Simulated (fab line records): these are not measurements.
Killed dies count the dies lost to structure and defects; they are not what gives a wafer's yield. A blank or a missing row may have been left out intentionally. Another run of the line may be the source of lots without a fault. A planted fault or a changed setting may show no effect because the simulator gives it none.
Matching of chambers -- flow nandHarc -- NHARC_P_M2_DEP_33 on pecvd-04 has 3 sister chambers
The step deposits SiCN, target thk 30 nm. 6 wafers are shown with their chamber, then 8 later ones without.

== WAFERS WITH THEIR CHAMBER ==
wafer,chamber,heaterPowerW (W),rfFwdPowerW (W)
L083.3,2,527,448.7
L083.4,0,490,447.4
L084.1,1,629,447.4
L084.4,0,494,447.9
L084.5,2,518,449.5
L088.2,1,576,448.4

== WAFERS WITHOUT THEIR CHAMBER ==
wafer,heaterPowerW (W),rfFwdPowerW (W)
L088.4,518,447.3
L088.5,576,449.4
L090.1,546,451.0
L090.2,575,449.9
L090.5,543,451.9
L093.3,547,447.8
L093.5,546,450.0
L093.6,576,450.2

== EACH ONE'S CHAMBER ==
wafer,from the rows above,in truth
L088.4,can't be placed: 0 or 2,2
L088.5,can't be placed: 2 or 1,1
L090.1,2,2
L090.2,can't be placed: 2 or 1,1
L090.5,2,2
L093.3,can't be placed: 0 or 1 or 2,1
L093.5,2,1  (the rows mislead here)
L093.6,can't be placed: 2 or 1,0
Placed correctly: 2 of 8. From these rows, 5 cannot be placed; in 4 the true chamber is one of the candidates. Placed wrongly: 1.
How it was worked out, from the rows above alone: a wafer's distance from a chamber is the root of the sum, over the readings, of the square of ((its reading less the chamber's mean) divided by the reading's scatter). The wafer belongs to the nearest chamber; if the next one is less than 2 further off, it can't be placed. The mean given for a chamber averages the wafers shown for that chamber. The scatter is the square root of a quotient: the sum, over the shown wafers, of each reading's squared deviation from its chamber's mean, divided by wafers minus chambers.
